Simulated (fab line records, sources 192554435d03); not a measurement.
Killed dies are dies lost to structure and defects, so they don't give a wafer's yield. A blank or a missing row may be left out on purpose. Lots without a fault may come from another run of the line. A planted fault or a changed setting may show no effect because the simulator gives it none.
fab line records | flow n5_finfet
record lots=7 wafers=21
route steps=1938 shown BEOL_M5@1120 BEOL_M7@1270 BEOL_M8@1337 BEOL_M9@1440 BEOL_M10@1496 BEOL_M11@1575
start_h: hours from the record's first day to the start of the lot's first wafer shown | wait_h: hours since the lot's step before | " the same as in the row above | L1.1+2: a row that stands for several wafers | - no value, or no start given | * or withheld: withheld | < > ~ a bound
route shown NAME@n: a module of which the file shows steps, and the number in the route of the first | usual: mean/standard deviation of fault-free wafers | same: alike in all rows | chamber/n: place in a boat | sites: the reading at each site | _std_site: their standard deviation | _edge_site: outer sites' mean less inner sites' | radius_mm: how far each site lies from the wafer's centre | mask NAME#n: copy n | behind: the tool/chamber that last shaped the wafer | hold: why the lot was held/for how many hours/how that ended | device: the transistor (n, p or np) that didn't switch | end of line: the same wafers' tests at the end of the route | a step without rows: its recipe alone | killed: dies lost to structure and defects at the first sort, not the wafer's yield | map: a wafer's dies, x killed, . not, _ none there
set.NAME: the setting as run; set.NAME@STEP: as run at that earlier step | model.NAME: the simulator's own value behind a step, which no gauge read
lots whose settings were changed on purpose; a table a step, a row a wafer
## steps
# step N5_BEOL_M5_COAT_05
# recipe resist=CAR-EUV spin_rpm=1500 resist_thk_nm=30
# columns lot.wafer tool chamber start_h wait_h set.spin_rpm model.CAR-EUV_of_BEOL_M5_COAT_05.thk_nm
L079.1+2+5 litho_track-04 0 - - 1558 29.4
L081.1+4+5 litho_track-05 0 - - 1500 30
L082.2+4+5 litho_track-04 0 - - 1500 30
L086.1+6 litho_track-05 0 - - 1390 31.2
L086.5 " 0 " " 1500 30
L087.1+2 litho_track-03 0 - - 1406 31
L087.5 " 0 " " 1500 30
L090.1+6 litho_track-05 0 - - 1500 30
L090.5 " 0 " " 1500 29.8
L096.2+5+6 litho_track-05 0 - - 1500 30
# step N5_BEOL_M5_EBR_07
# recipe solvent=PGMEA ebr_width_mm=1.5
# step N5_BEOL_M5_SOFTBAKE_06
# recipe temp_c=110 time_s=60 resist=CAR-EUV
# step N5_BEOL_M5_DESCUM_16
# recipe chemistry=O2 time_s=7 source_power_w=50 bias_power_w=20 pressure_mtorr=20 rf_frequency_hz=2.712e+07 temp_c=40 resist=CAR-EUV o2_flow_sccm=225
# columns lot.wafer tool chamber start_h wait_h set.spin_rpm@BEOL_M5_COAT_05 model.CAR-EUV_of_BEOL_M5_COAT_05.thk_nm
L079.1+2+5 rie_diel-02 3,0,0 208.53 0.1 1558 25.4
L081.1+5 rie_diel-05 0 227.52 0.0 1500 26.2
L081.4 " 2 " " 1500 26
L082.2 rie_diel-06 1 237.10 0.1 1500 26.2
L082.4+5 " 3,0 " " 1500 26
L086.1 rie_diel-06 1 250.90 0.0 1390 27.4
L086.5 " 3 " " 1500 26
L086.6 " 0 " " 1390 27.2
L087.1 rie_diel-06 2 256.84 0.0 1406 27
L087.2 " 1 " " 1406 27.2
L087.5 " 1 " " 1500 26
L090.1+5+6 rie_diel-05 2,3,0 271.78 0.1 1500 26
L096.2+5+6 rie_diel-05 3,1,0 306.32 0.1 1500 26.2
# step N5_BEOL_M5_ETCH_72
# recipe chemistry=N2/H2 target=underlayer target_depth_a=65 mask_material=CAR-EUV time_s=5.2 ion_energy_ev=200 pressure_mtorr=30 source_w=840 bias_w=150 n2_flow_sccm=200 h2_flow_sccm=200 ends=cleared
# usual etch_rf_on_time_s=5.20/0.093 rf_vpp_V=524.8/2.8
# columns lot.wafer tool chamber start_h wait_h set.bias_w etch_rf_on_time_s rf_vpp_V
L079.1 rie_diel-02 3 208.56 0.0 150 4.99 525.7
L079.2 " 0 " " 142.9 5.17 510.8
L079.5 " 0 " " 142.9 5.22 510.5
L081.1 rie_diel-05 0 227.55 0.0 150 5.11 522.2
L081.4 " 2 " " 150 5.09 524.5
L081.5 " 0 " " 150 5.08 522.7
L082.2 rie_diel-06 1 237.13 0.0 129.6 5.69 475.0
L082.4 " 3 " " 150 5.19 522.4
L082.5 " 0 " " 129.6 5.53 478.0
L086.1 rie_diel-06 1 250.94 0.0 150 5.37 518.1
L086.5 " 3 " " 150 5.25 520.3
L086.6 " 0 " " 150 5.23 524.5
L087.1 rie_diel-06 2 256.87 0.0 172.6 4.90 572.9
L087.2 " 1 " " 150 5.33 520.7
L087.5 " 1 " " 150 5.33 519.6
L090.1 rie_diel-05 2 271.81 0.0 150 5.07 521.9
L090.5 " 3 " " 150 5.11 526.2
L090.6 " 0 " " 167 4.80 557.5
L096.2 rie_diel-05 3 306.36 0.0 150 5.13 528.0
L096.5 " 1 " " 150 5.22 525.2
L096.6 " 0 " " 150 5.09 522.4
# step N5_BEOL_M5_TRENCH_ETCH_37
# recipe chemistry=C4F6/O2 target_depth_a=716.52 target=SiCOH_lowk time_s=24.7 ion_energy_ev=250 pressure_mtorr=30 source_w=345 bias_w=185 Ar_flow_sccm=300 C4F6_flow_sccm=10 O2_flow_sccm=10
# usual rf_vpp_V=663/4.5
# columns lot.wafer tool chamber start_h wait_h set.bias_w rf_vpp_V
L079.1 rie_diel-06 2 - - 175.6 639
L079.2 " 0 " " 185 662
L079.5 " 3 " " 185 657
L081.1 rie_diel-06 3 - - 185 657
L081.4 " 1 " " 185 662
L081.5 " 3 " " 185 656
L082.2 rie_diel-06 0 - - 185 663
L082.4 " 1 " " 185 663
L082.5 " 0 " " 185 662
L086.1 rie_diel-05 3 - - 185 667
L086.5 " 1 " " 217.3 749
L086.6 " 0 " " 217.3 757
L087.1 rie_diel-06 2 - - 185 666
L087.2 " 3 " " 185 655
L087.5 " 1 " " 205.6 719
L090.1 rie_diel-05 0 - - 185 667
L090.5 " 2 " " 196.1 700
L090.6 " 1 " " 185 658
L096.2 rie_diel-05 2 - - 185 668
L096.5 " 2 " " 166.4 613
L096.6 " 3 " " 166.4 613
# step N5_BEOL_M5_ETCH_41
# recipe chemistry=CH3F/O2 target=SiCN target_depth_a=315 taper_deg=2 time_s=56.7 ion_energy_ev=120 mask_material=TiN pressure_mtorr=30 source_w=395 bias_w=75 Ar_flow_sccm=150 CH3F_flow_sccm=30 O2_flow_sccm=20
# usual rf_vpp_V=297.7/1.5
# columns lot.wafer tool chamber start_h wait_h set.source_w rf_vpp_V
L079.1 rie_diel-06 2 - - 395 298.2
L079.2 " 0 " " 395 297.1
L079.5 " 3 " " 395 295.8
L081.1 rie_diel-06 3 - - 395 296.9
L081.4 " 1 " " 395 296.3
L081.5 " 3 " " 395 296.1
L082.2 rie_diel-06 0 - - 450 286.5
L082.4 " 1 " " 395 297.1
L082.5 " 0 " " 395 296.9
L086.1 rie_diel-05 3 - - 395 300.0
L086.5 " 1 " " 395 299.4
L086.6 " 0 " " 440.6 283.2
L087.1 rie_diel-06 2 - - 395 297.1
L087.2 " 3 " " 332.9 314.8
L087.5 " 1 " " 395 295.4
L090.1 rie_diel-05 0 - - 395 296.8
L090.5 " 2 " " 395 298.0
L090.6 " 1 " " 427.8 290.0
L096.2 rie_diel-05 2 - - 395 296.4
L096.5 " 2 " " 431.3 288.8
L096.6 " 3 " " 431.3 289.6
# step N5_BEOL_M7_COAT_05
# recipe resist=CAR-ArF spin_rpm=1500 resist_thk_nm=90
# columns lot.wafer tool chamber start_h wait_h set.spin_rpm model.CAR-ArF_of_BEOL_M7_COAT_05.thk_nm
L079.1 litho_track-02 0 - - 1411 93.2
L079.2 " 0 " " 1500 90.2
L079.5 " 0 " " 1411 93
L081.1 litho_track-03 0 - - 1500 89.8
L081.4+5 " 0 " " 1500 89.6
L082.2+4 litho_track-03 0 - - 1500 89.6
L082.5 " 0 " " 1656 85.6
L086.1+6 litho_track-02 0 - - 1500 90
L086.5 " 0 " " 1500 89.8
L087.1 litho_track-03 0 - - 1500 90
L087.2+5 " 0 " " 1500 90.2
L090.1+6 litho_track-02 0 - - 1500 90
L090.5 " 0 " " 1500 90.2
L096.2+6 litho_track-04 0 - - 1442 91.6
L096.5 " 0 " " 1500 90.2
# step N5_BEOL_M7_EBR_07
# recipe solvent=PGMEA ebr_width_mm=1.5
# step N5_BEOL_M7_SOFTBAKE_06
# recipe temp_c=110 time_s=60 resist=CAR-ArF
# step N5_BEOL_M7_DESCUM_16
# recipe chemistry=O2 time_s=7.9 source_power_w=50 bias_power_w=20 pressure_mtorr=20 rf_frequency_hz=2.712e+07 temp_c=40 resist=CAR-ArF o2_flow_sccm=225
# step N5_BEOL_M7_ETCH_61
# recipe chemistry=CF4 target=SiARC target_depth_a=455 mask_material=CAR-ArF time_s=75.8 ion_energy_ev=80 pressure_mtorr=40 source_w=545 bias_w=36 Ar_flow_sccm=100 cf4_flow_sccm=100 ends=cleared
# columns lot.wafer tool chamber start_h wait_h set.spin_rpm@BEOL_M7_COAT_05 model.CAR-ArF_of_BEOL_M7_COAT_05.thk_nm
L079.1 rie_diel-02 0 227.66 0.0 1411 54
L079.2 " 1 " " 1500 51
L079.5 " 0 " " 1411 53.8
L081.1+5 rie_diel-05 0,2 253.42 0.0 1500 50.8
L081.4 " 1 " " 1500 50.6
L082.2 rie_diel-05 3 256.51 0.0 1500 50.2
L082.4 " 1 " " 1500 50.4
L082.5 " 0 " " 1656 46.4
L086.1+5+6 rie_diel-06 2,3,0 271.15 0.0 1500 50.8
L087.1 rie_diel-05 2 277.87 0.0 1500 50.4
L087.2 " 0 " " 1500 50.6
L087.5 " 2 " " 1500 50.8
L090.1+6 rie_diel-05 2,1 289.78 0.0 1500 50.8
L090.5 " 2 " " 1500 51
L096.2+6 rie_diel-05 2,3 326.38 0.0 1442 52.6
L096.5 " 2 " " 1500 51.2
# step N5_BEOL_M8_COAT_59
# recipe resist=SOC temp_c=250 time_s=60 spin_rpm=1500 resist_thk_nm=100
# columns lot.wafer tool chamber start_h wait_h set.spin_rpm model.SOC_of_BEOL_M8_COAT_59.thk_nm
L079.1+2 litho_track-03 0 236.49 0.1 1500 100
L079.5 " 0 " " 1500 99.8
L081.1+4+5 litho_track-01 0 258.95 0.1 1500 100.2
L082.2+5 litho_track-05 0 265.07 0.1 1574 97.4
L082.4 " 0 " " 1500 99.8
L086.1 litho_track-01 0 277.14 0.1 1637 95.2
L086.5 " 0 " " 1500 99.6
L086.6 " 0 " " 1637 95.4
L087.1 litho_track-01 0 285.86 0.1 1500 99.4
L087.2 " 0 " " 1500 100
L087.5 " 0 " " 1500 99.8
L090.1+6 litho_track-01 0 302.19 0.1 1500 99.8
L090.5 " 0 " " 1436 102.2
L096.2 litho_track-01 0 334.46 0.1 1500 99.8
L096.5 " 0 " " 1500 100
L096.6 " 0 " " 1659 94.8
# step N5_BEOL_M8_COAT_60
# recipe resist=SiARC temp_c=220 time_s=60 spin_rpm=1500 resist_thk_nm=35
# step N5_BEOL_M8_COAT_05
# recipe resist=CAR-ArF spin_rpm=1500 resist_thk_nm=90
# step N5_BEOL_M8_DESCUM_16
# recipe chemistry=O2 time_s=7.9 source_power_w=50 bias_power_w=20 pressure_mtorr=20 rf_frequency_hz=2.712e+07 temp_c=40 resist=CAR-ArF o2_flow_sccm=225
# step N5_BEOL_M8_ETCH_61
# recipe chemistry=CF4 target=SiARC target_depth_a=455 mask_material=CAR-ArF time_s=75.8 ion_energy_ev=80 pressure_mtorr=40 source_w=545 bias_w=36 Ar_flow_sccm=100 cf4_flow_sccm=100 ends=cleared
# step N5_BEOL_M8_ETCH_62
# recipe chemistry=N2/H2 target=SOC target_depth_a=1100 overetch_a=220 mask_material=SiARC temp_c=40 time_s=165 ion_energy_ev=200 pressure_mtorr=30 source_w=840 bias_w=150 n2_flow_sccm=200 h2_flow_sccm=200
# columns lot.wafer tool chamber start_h wait_h set.spin_rpm@BEOL_M8_COAT_59 model.etch.depth_nm
L079.1+2 rie_diel-01 2,0 237.23 0.0 1500 100.1
L079.5 " 2 " " 1500 99.73
L081.1 rie_diel-03 3 259.37 0.0 1500 100.2
L081.4+5 " 2 " " 1500 100.3
L082.2 rie_diel-04 0 265.50 0.0 1574 97.49
L082.4 " 3 " " 1500 99.73
L082.5 " 3 " " 1574 97.4
L086.1 rie_diel-04 1 277.69 0.0 1637 95.28
L086.5 " 1 " " 1500 99.68
L086.6 " 0 " " 1637 95.44
L087.1 rie_diel-04 0 286.29 0.0 1500 99.47
L087.2 " 1 " " 1500 99.97
L087.5 " 2 " " 1500 99.83
L090.1 rie_diel-04 3 302.94 0.0 1500 99.71
L090.5 " 3 " " 1436 102.2
L090.6 " 2 " " 1500 99.86
L096.2 rie_diel-03 0 335.68 0.0 1500 99.72
L096.5 " 0 " " 1500 99.95
L096.6 " 3 " " 1659 94.79
# step N5_BEOL_M8_STRIP_68
# recipe chemistry=N2/H2 temp_c=40 n2_flow_sccm=200 h2_flow_sccm=200 rf_frequency_hz=6e+07
# step N5_BEOL_M8_STRIP_67
# recipe chemistry=CF4 resist=SiARC power_w=300 bias_power_w=75 pressure_mtorr=50 cf4_flow_sccm=150 rf_frequency_hz=6e+07
# step N5_BEOL_M8_HM_OPEN_17
# recipe chemistry=Cl2/BCl3 target_depth_a=200 overetch_a=60 target=TiN mask_material=SOC ion_energy_ev=150 pressure_mtorr=10 icp_w=1000 bias_w=126 Cl2_flow_sccm=53.25 bcl3_flow_sccm=21.75 Ar_flow_sccm=25
# columns lot.wafer tool chamber start_h wait_h set.spin_rpm@BEOL_M8_COAT_59 model.SOC_of_BEOL_M8_COAT_59.thk_nm
L079.1 rie_metal-02 1 237.44 0.1 1500 92
L079.2 " 0 " " 1500 92.2
L079.5 " 0 " " 1500 91.8
L081.1 rie_metal-02 1 259.56 0.0 1500 92.2
L081.4+5 " 0 " " 1500 92.4
L082.2 rie_metal-02 0 265.68 0.0 1574 89.6
L082.4 " 1 " " 1500 91.6
L082.5 " 1 " " 1574 89.4
L086.1 rie_metal-03 1 277.91 0.1 1637 87
L086.5 " 0 " " 1500 91.8
L086.6 " 1 " " 1637 87.2
L087.1 rie_metal-03 1 286.48 0.0 1500 91.4
L087.2+5 " 0 " " 1500 92
L090.1+6 rie_metal-02 0 303.13 0.0 1500 92
L090.5 " 0 " " 1436 94.4
L096.2+5 rie_metal-01 0,1 335.87 0.0 1500 91.8
L096.6 " 0 " " 1659 86.8
# step N5_BEOL_M8_TRENCH_ETCH_37
# recipe chemistry=C4F6/O2 target_depth_a=934.78 target=SiCOH_lowk time_s=31.2 ion_energy_ev=250 pressure_mtorr=30 source_w=345 bias_w=185 Ar_flow_sccm=300 C4F6_flow_sccm=10 O2_flow_sccm=10
# usual rf_vpp_V=665/7.4
# columns lot.wafer tool chamber start_h wait_h set.bias_w rf_vpp_V model.etch.depth_nm model.BEOL_M8.feature_depth_nm
L079.1 rie_diel-03 2 - - 154.8 576 85.9 85.8
L079.2 " 3 " " 185 673 94.98 95
L079.5 " 0 " " 154.8 571 86.22 86.2
L081.1 rie_diel-04 1 - - 185 669 91.61 91.6
L081.4 " 1 " " 185 668 91.11 91.2
L081.5 " 3 " " 185 654 93.22 93.2
L082.2 rie_diel-03 2 - - 152.6 568 85.92 86
L082.4 " 2 " " 185 665 91.07 91
L082.5 " 0 " " 185 658 94.33 94.4
L086.1 rie_diel-01 3 - - 185 662 94.69 94.6
L086.5 " 2 " " 185 667 93 93
L086.6 " 3 " " 185 662 94.27 94.2
L087.1 rie_diel-04 0 - - 185 669 92.64 92.6
L087.2 " 2 " " 185 651 92.52 92.6
L087.5 " 1 " " 185 668 91.09 91
L090.1 rie_diel-03 2 - - 185 664 89.57 89.6
L090.5 " 0 " " 185 657 93.81 93.8
L090.6 " 1 " " 185 668 94.13 94.2
L096.2 rie_diel-01 0 - - 198.5 719 96.05 96
L096.5 " 2 " " 198.5 707 93.65 93.6
L096.6 " 3 " " 198.5 698 95.12 95.2
# step N5_BEOL_M9_ETCH_66
# recipe chemistry=N2/H2 target=SOC target_depth_a=800 overetch_a=160 mask_material=SiARC temp_c=40 time_s=120 ion_energy_ev=200 pressure_mtorr=30 source_w=840 bias_w=150 n2_flow_sccm=200 h2_flow_sccm=200
# columns lot.wafer tool chamber start_h wait_h set.time_s model.SiARC_of_BEOL_M9_COAT_64.thk_nm
L079.1 rie_diel-06 0 249.99 0.0 120 6.4
L079.2 " 1 " " 100.5 7.4
L079.5 " 2 " " 100.5 7.2
L081.1+4+5 rie_diel-05 3,2,0 271.43 0.0 120 6.4
L082.2 rie_diel-06 3 275.01 0.0 120 6.4
L082.4+5 " 1 " " 120 6.6
L086.1+6 rie_diel-02 0,3 287.51 0.0 120 6.4
L086.5 " 2 " " 120 6.6
L087.1 rie_diel-02 2 300.22 0.0 120 6.6
L087.2 " 3 " " 120 6.4
L087.5 " 3 " " 140.4 5.4
L090.1+6 rie_diel-05 2 316.18 0.0 120 6.2
L090.5 " 1 " " 120 6.6
L096.2+5+6 rie_diel-06 2,2,1 348.27 0.0 120 6.6
# step N5_BEOL_M10_COAT_22
# recipe resist=CAR-ArF spin_rpm=1500 resist_thk_nm=90
# columns lot.wafer tool chamber start_h wait_h set.spin_rpm model.CAR-ArF_of_BEOL_M10_COAT_22.thk_nm
L079.1 litho_track-04 0 - - 1500 90.2
L079.2 " 0 " " 1500 90.4
L079.5 " 0 " " 1500 90.6
L081.1+5 litho_track-03 0 - - 1500 89.8
L081.4 " 0 " " 1500 90
L082.2+5 litho_track-04 0 - - 1500 89.8
L082.4 " 0 " " 1563 87.8
L086.1+6 litho_track-03 0 - - 1605 86.8
L086.5 " 0 " " 1500 90
L087.1 litho_track-03 0 - - 1456 91.8
L087.2 " 0 " " 1500 90
L087.5 " 0 " " 1500 90.2
L090.1 litho_track-03 0 - - 1546 88.6
L090.5 " 0 " " 1500 90
L090.6 " 0 " " 1500 90.2
L096.2 litho_track-05 0 - - 1500 90.2
L096.5 " 0 " " 1400 93.2
L096.6 " 0 " " 1500 90.4
# step N5_BEOL_M10_EBR_24
# recipe solvent=PGMEA ebr_width_mm=1.5
# step N5_BEOL_M10_SOFTBAKE_23
# recipe temp_c=110 time_s=60 resist=CAR-ArF
# step N5_BEOL_M10_DESCUM_33
# recipe chemistry=O2 time_s=7.9 source_power_w=50 bias_power_w=20 pressure_mtorr=20 rf_frequency_hz=2.712e+07 temp_c=40 resist=CAR-ArF o2_flow_sccm=225
# step N5_BEOL_M10_ETCH_65
# recipe chemistry=CF4 target=SiARC target_depth_a=390 mask_material=CAR-ArF time_s=65 ion_energy_ev=80 pressure_mtorr=40 source_w=545 bias_w=36 Ar_flow_sccm=100 cf4_flow_sccm=100 ends=cleared
# columns lot.wafer tool chamber start_h wait_h set.spin_rpm@BEOL_M10_COAT_22 model.CAR-ArF_of_BEOL_M10_COAT_22.thk_nm
L079.1 rie_diel-04 2 257.93 0.0 1500 55.6
L079.2 " 1 " " 1500 55.8
L079.5 " 3 " " 1500 56
L081.1+4+5 rie_diel-04 1,2,2 279.71 0.0 1500 55.2
L082.2+5 rie_diel-03 2 282.12 0.0 1500 55.2
L082.4 " 1 " " 1563 53.2
L086.1+6 rie_diel-04 3,0 298.00 0.0 1605 52.2
L086.5 " 1 " " 1500 55.4
L087.1 rie_diel-03 2 308.77 0.0 1456 57.2
L087.2+5 " 0,3 " " 1500 55.6
L090.1 rie_diel-03 0 325.14 0.0 1546 54.2
L090.5 " 3 " " 1500 55.8
L090.6 " 0 " " 1500 55.6
L096.2+6 rie_diel-03 2,1 355.38 0.0 1500 55.8
L096.5 " 2 " " 1400 58.8
# step N5_BEOL_M11_VIA_ETCH_34
# recipe chemistry=C4F6/O2 target=SiCOH_lowk target_depth_a=1845 mask_material=SOC taper_deg=4 time_s=69.2 ion_energy_ev=250 pressure_mtorr=30 source_w=345 bias_w=185 Ar_flow_sccm=300 C4F6_flow_sccm=10 O2_flow_sccm=10
# usual rf_vpp_V=662/4.2
# columns lot.wafer tool chamber start_h wait_h set.source_w rf_vpp_V
L079.1 rie_diel-06 2 264.24 0.0 345 667
L079.2 " 3 " " 345 657
L079.5 " 1 " " 345 664
L081.1 rie_diel-02 1 288.42 0.0 345 658
L081.4 " 0 " " 345 658
L081.5 " 0 " " 345 659
L082.2 rie_diel-02 3 288.89 0.0 323.4 690
L082.4 " 0 " " 323.4 681
L082.5 " 1 " " 345 659
L086.1 rie_diel-05 2 304.87 0.0 345 668
L086.5 " 0 " " 308.1 707
L086.6 " 1 " " 308.1 696
L087.1 rie_diel-02 3 317.63 0.0 345 666
L087.2 " 1 " " 381.1 625
L087.5 " 1 " " 381.1 625
L090.1 rie_diel-06 3 333.96 0.0 393.8 613
L090.5 " 2 " " 345 667
L090.6 " 3 " " 345 657
L096.2 rie_diel-02 3 365.13 0.0 386.8 629
L096.5 " 0 " " 386.8 620
L096.6 " 1 " " 345 658
# step N5_BEOL_M11_TRENCH_ETCH_37
# recipe chemistry=C4F6/O2 target_depth_a=1488.3 target=SiCOH_lowk time_s=48 ion_energy_ev=250 pressure_mtorr=30 source_w=345 bias_w=185 Ar_flow_sccm=300 C4F6_flow_sccm=10 O2_flow_sccm=10
# usual rf_vpp_V=662/4.1
# columns lot.wafer tool chamber start_h wait_h set.source_w rf_vpp_V
L079.1 rie_diel-06 2 - - 345 667
L079.2 " 3 " " 345 655
L079.5 " 1 " " 345 662
L081.1 rie_diel-02 1 - - 345 658
L081.4 " 0 " " 345 658
L081.5 " 0 " " 345 659
L082.2 rie_diel-02 3 - - 345 665
L082.4 " 0 " " 365 638
L082.5 " 1 " " 365 641
L086.1 rie_diel-05 2 - - 345 669
L086.5 " 0 " " 345 667
L086.6 " 1 " " 345 658
L087.1 rie_diel-02 3 - - 345 667
L087.2 " 1 " " 345 659
L087.5 " 1 " " 345 658
L090.1 rie_diel-06 3 - - 345 654
L090.5 " 2 " " 345 669
L090.6 " 3 " " 345 655
L096.2 rie_diel-02 3 - - 345 667
L096.5 " 0 " " 345 657
L096.6 " 1 " " 386 621
## key
split step=N5_BEOL_M5_COAT_05 setting=spin_rpm stated=1500 by=wafer
response step=N5_BEOL_M5_COAT_05 reading=model.CAR-EUV_of_BEOL_M5_COAT_05.thk_nm change=-0.162 per=1% r=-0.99
response step=N5_BEOL_M5_DESCUM_16 reading=model.CAR-EUV_of_BEOL_M5_COAT_05.thk_nm change=-0.177 per=1% r=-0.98
split step=N5_BEOL_M5_ETCH_72 setting=bias_w stated=150 by=wafer
response step=N5_BEOL_M5_ETCH_72 reading=etch_rf_on_time_s change=* per=1% r=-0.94
response step=N5_BEOL_M5_ETCH_72 reading=rf_vpp_V change=+3.32 per=1% r=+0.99
split step=N5_BEOL_M5_TRENCH_ETCH_37 setting=bias_w stated=185 by=wafer
response step=N5_BEOL_M5_TRENCH_ETCH_37 reading=rf_vpp_V change=+5.14 per=1% r=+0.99
split step=N5_BEOL_M5_ETCH_41 setting=source_w stated=395 by=wafer
response step=N5_BEOL_M5_ETCH_41 reading=rf_vpp_V change=-1.04 per=1% r=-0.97
split step=N5_BEOL_M7_COAT_05 setting=spin_rpm stated=1500 by=wafer
response step=N5_BEOL_M7_COAT_05 reading=model.CAR-ArF_of_BEOL_M7_COAT_05.thk_nm change=-0.406 per=1% r=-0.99
response step=N5_BEOL_M7_ETCH_61 reading=model.CAR-ArF_of_BEOL_M7_COAT_05.thk_nm change=-0.399 per=1% r=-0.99
split step=N5_BEOL_M8_COAT_59 setting=spin_rpm stated=1500 by=wafer
response step=N5_BEOL_M8_COAT_59 reading=model.SOC_of_BEOL_M8_COAT_59.thk_nm change=-0.484 per=1% r=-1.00
response step=N5_BEOL_M8_ETCH_62 reading=model.etch.depth_nm change=-0.481 per=1% r=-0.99
response step=N5_BEOL_M8_HM_OPEN_17 reading=model.SOC_of_BEOL_M8_COAT_59.thk_nm change=-0.489 per=1% r=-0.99
split step=N5_BEOL_M8_TRENCH_ETCH_37 setting=bias_w stated=185 by=wafer
response step=N5_BEOL_M8_TRENCH_ETCH_37 reading=rf_vpp_V change=+5.69 per=1% r=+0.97
response step=N5_BEOL_M8_TRENCH_ETCH_37 reading=model.etch.depth_nm change=+0.461 per=1% r=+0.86
response step=N5_BEOL_M8_TRENCH_ETCH_37 reading=model.BEOL_M8.feature_depth_nm change=+0.461 per=1% r=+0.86
split step=N5_BEOL_M9_ETCH_66 setting=time_s stated=120 by=wafer
response step=N5_BEOL_M9_ETCH_66 reading=model.SiARC_of_BEOL_M9_COAT_64.thk_nm change=-0.0603 per=1% r=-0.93
split step=N5_BEOL_M10_COAT_22 setting=spin_rpm stated=1500 by=wafer
response step=N5_BEOL_M10_COAT_22 reading=model.CAR-ArF_of_BEOL_M10_COAT_22.thk_nm change=-0.463 per=1% r=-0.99
response step=N5_BEOL_M10_ETCH_65 reading=model.CAR-ArF_of_BEOL_M10_COAT_22.thk_nm change=-0.466 per=1% r=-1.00
split step=N5_BEOL_M11_VIA_ETCH_34 setting=source_w stated=345 by=wafer
response step=N5_BEOL_M11_VIA_ETCH_34 reading=rf_vpp_V change=-3.36 per=1% r=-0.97
split step=N5_BEOL_M11_TRENCH_ETCH_37 setting=source_w stated=345 by=wafer
response step=N5_BEOL_M11_TRENCH_ETCH_37 reading=rf_vpp_V change=-3.68 per=1% r=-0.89
